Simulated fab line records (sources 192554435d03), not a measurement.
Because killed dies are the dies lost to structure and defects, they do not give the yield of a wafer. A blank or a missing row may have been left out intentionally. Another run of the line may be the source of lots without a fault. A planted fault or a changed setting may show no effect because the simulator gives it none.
Lot-split experiment || flow n5_finfet || on a route of 1938 steps: 7 lots, 21 wafers read

## THE SPLIT ITSELF
At N5_BEOL_M7_ETCH_61 (etches SiARC in CF4, target depth 45.5 nm, time 75.8 s), the setting source_w was moved away from the recipe's 545 W on 10 of the 21 wafers read, by -4.9% to +16.5%. For the rest of the wafers, this setting stayed at what the recipe calls for.

Reading taken at the split's own step.

## THE READING
rf_vpp_V, in V, at N5_BEOL_M7_ETCH_61 (etches SiARC in CF4, target depth 45.5 nm, time 75.8 s). Fault-free wafers of this fab line usually give 184.3 V, standard deviation 1.3 V.

{"wafer": "L084.3", "tool, chamber at the split": "rie_diel-06, 1", "source_w as run, W": 609, "against the recipe": "+11.7%", "rf_vpp_V, V": 179.1, "against lot-mates on the recipe": -4.4}
{"wafer": "L084.4", "tool, chamber at the split": "rie_diel-06, 2", "source_w as run, W": 609, "against the recipe": "+11.7%", "rf_vpp_V, V": 176.2, "against lot-mates on the recipe": -7.3}
{"wafer": "L084.5", "tool, chamber at the split": "rie_diel-06, 2", "source_w as run, W": 545, "against the recipe": "recipe", "rf_vpp_V, V": 183.5, "against lot-mates on the recipe": "-"}
{"wafer": "L090.1", "tool, chamber at the split": "rie_diel-02, 0", "source_w as run, W": 545, "against the recipe": "recipe", "rf_vpp_V, V": 186.1, "against lot-mates on the recipe": "-"}
{"wafer": "L090.2", "tool, chamber at the split": "rie_diel-02, 3", "source_w as run, W": 545, "against the recipe": "recipe", "rf_vpp_V, V": 183.9, "against lot-mates on the recipe": "-"}
{"wafer": "L090.5", "tool, chamber at the split": "rie_diel-02, 3", "source_w as run, W": 518.2, "against the recipe": "-4.9%", "rf_vpp_V, V": 185.5, "against lot-mates on the recipe": "+0.5"}
{"wafer": "L088.1", "tool, chamber at the split": "rie_diel-06, 2", "source_w as run, W": 545, "against the recipe": "recipe", "rf_vpp_V, V": 182.9, "against lot-mates on the recipe": "-"}
{"wafer": "L088.4", "tool, chamber at the split": "rie_diel-06, 0", "source_w as run, W": 545, "against the recipe": "recipe", "rf_vpp_V, V": 184.9, "against lot-mates on the recipe": "-"}
{"wafer": "L088.5", "tool, chamber at the split": "rie_diel-06, 2", "source_w as run, W": 635.1, "against the recipe": "+16.5%", "rf_vpp_V, V": 173.6, "against lot-mates on the recipe": -10.3}
{"wafer": "L087.1", "tool, chamber at the split": "rie_diel-02, 1", "source_w as run, W": 545, "against the recipe": "recipe", "rf_vpp_V, V": 184.2, "against lot-mates on the recipe": "-"}
{"wafer": "L087.5", "tool, chamber at the split": "rie_diel-02, 1", "source_w as run, W": 545, "against the recipe": "recipe", "rf_vpp_V, V": 186.5, "against lot-mates on the recipe": "-"}
{"wafer": "L087.6", "tool, chamber at the split": "rie_diel-02, 0", "source_w as run, W": 600.8, "against the recipe": "+10.2%", "rf_vpp_V, V": 179.4, "against lot-mates on the recipe": -5.9}
{"wafer": "L096.3", "tool, chamber at the split": "rie_diel-02, 1", "source_w as run, W": 545, "against the recipe": "recipe", "rf_vpp_V, V": 185.8, "against lot-mates on the recipe": "-"}
{"wafer": "L096.5", "tool, chamber at the split": "rie_diel-02, 1", "source_w as run, W": 545, "against the recipe": "recipe", "rf_vpp_V, V": 185.6, "against lot-mates on the recipe": "-"}
{"wafer": "L096.6", "tool, chamber at the split": "rie_diel-02, 2", "source_w as run, W": 545, "against the recipe": "recipe", "rf_vpp_V, V": 186.7, "against lot-mates on the recipe": "-"}
{"wafer": "L093.2", "tool, chamber at the split": "rie_diel-06, 1", "source_w as run, W": 573.9, "against the recipe": "+5.3%", "rf_vpp_V, V": 181.2, "against lot-mates on the recipe": -3.4}
{"wafer": "L093.4", "tool, chamber at the split": "rie_diel-06, 3", "source_w as run, W": 545, "against the recipe": "recipe", "rf_vpp_V, V": 184.6, "against lot-mates on the recipe": "-"}
{"wafer": "L093.5", "tool, chamber at the split": "rie_diel-06, 1", "source_w as run, W": 573.9, "against the recipe": "+5.3%", "rf_vpp_V, V": 182.2, "against lot-mates on the recipe": -2.4}
{"wafer": "L095.1", "tool, chamber at the split": "rie_diel-05, 0", "source_w as run, W": 590.2, "against the recipe": "+8.3%", "rf_vpp_V, V": 177.3, "against lot-mates on the recipe": "no lot-mate on the recipe"}
{"wafer": "L095.2", "tool, chamber at the split": "rie_diel-05, 3", "source_w as run, W": 590.2, "against the recipe": "+8.3%", "rf_vpp_V, V": 179.1, "against lot-mates on the recipe": "no lot-mate on the recipe"}
{"wafer": "L095.5", "tool, chamber at the split": "rie_diel-05, 2", "source_w as run, W": 590.2, "against the recipe": "+8.3%", "rf_vpp_V, V": 179.4, "against lot-mates on the recipe": "no lot-mate on the recipe"}

FIT RESULTS
A straight line over all 21 wafers: rf_vpp_V changes by -0.627 V for each +1% of source_w; r = -0.94; the points scatter about the line by 1.3 V.
The same after taking each lot's own level away (the mean of its wafers on the recipe; 18 wafers): -0.533 V for each +1%; r = -0.94; scatter 1.1 V.
The reading moves by 8.8 V for the largest change in source_w, on that fit.
Measured against the standard deviation above, the lots' own levels, which go from 183.50 to 186.03 V, span 1.9 times it.
In other words, the slope is changed by the lot-to-lot level; the two fits disagree.
Check: -8.21 V against its lot-mates is what the line predicts for one of the wafers moved furthest among these (+16.5%) when that wafer is left out of the fit. It came out at -10.3 V against them.
Tool readings at the split's step, against how far the setting was moved: etch_rf_on_time_s r = -0.89; rf_vpp_V r = -0.94.

## OTHER SPLITS ON THESE WAFERS
These wafers also went through other splits before the reading. Each is held against what the fit with the lots' levels taken away leaves over:
{"other split on the same wafers": "N5_BEOL_M2_EXPOSE_08 dose_mj", "wafers away from the commonest value": 5, "r with rf_vpp_V (lot level and that fit taken away)": -0.06}
{"other split on the same wafers": "N5_BEOL_M4_EXPOSE_25 dose_mj", "wafers away from the commonest value": 9, "r with rf_vpp_V (lot level and that fit taken away)": -0.16}
{"other split on the same wafers": "N5_BEOL_M4_ALD_98 ald_cycles", "wafers away from the commonest value": 6, "r with rf_vpp_V (lot level and that fit taken away)": -0.30}
{"other split on the same wafers": "N5_BEOL_M5_COAT_05 spin_rpm", "wafers away from the commonest value": 10, "r with rf_vpp_V (lot level and that fit taken away)": "+0.35"}
{"other split on the same wafers": "N5_BEOL_M6_COAT_22 spin_rpm", "wafers away from the commonest value": 7, "r with rf_vpp_V (lot level and that fit taken away)": "+0.21"}
{"other split on the same wafers": "N5_BEOL_M6_EXPOSE_25 dose_mj", "wafers away from the commonest value": 7, "r with rf_vpp_V (lot level and that fit taken away)": "+0.07"}
{"other split on the same wafers": "N5_BEOL_M7_COAT_05 spin_rpm", "wafers away from the commonest value": 7, "r with rf_vpp_V (lot level and that fit taken away)": -0.17}

## THE WHOLE CHAIN: every reading that the file lists as answering this split, in the file's order
{"step": "N5_BEOL_M7_ETCH_61", "what it does": "etches SiARC in CF4, target depth 45.5 nm, time 75.8 s", "reading": "etch_rf_on_time_s", "change (the file's fit)": "withheld for each +1% of the setting", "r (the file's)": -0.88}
{"step": "N5_BEOL_M7_ETCH_61", "what it does": "etches SiARC in CF4, target depth 45.5 nm, time 75.8 s", "reading": "rf_vpp_V", "change (the file's fit)": "-0.559 V for each +1% of the setting", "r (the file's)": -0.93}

## THE FILE'S OWN FIT
rf_vpp_V changes by -0.559 V for each +1% of source_w, r = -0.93.
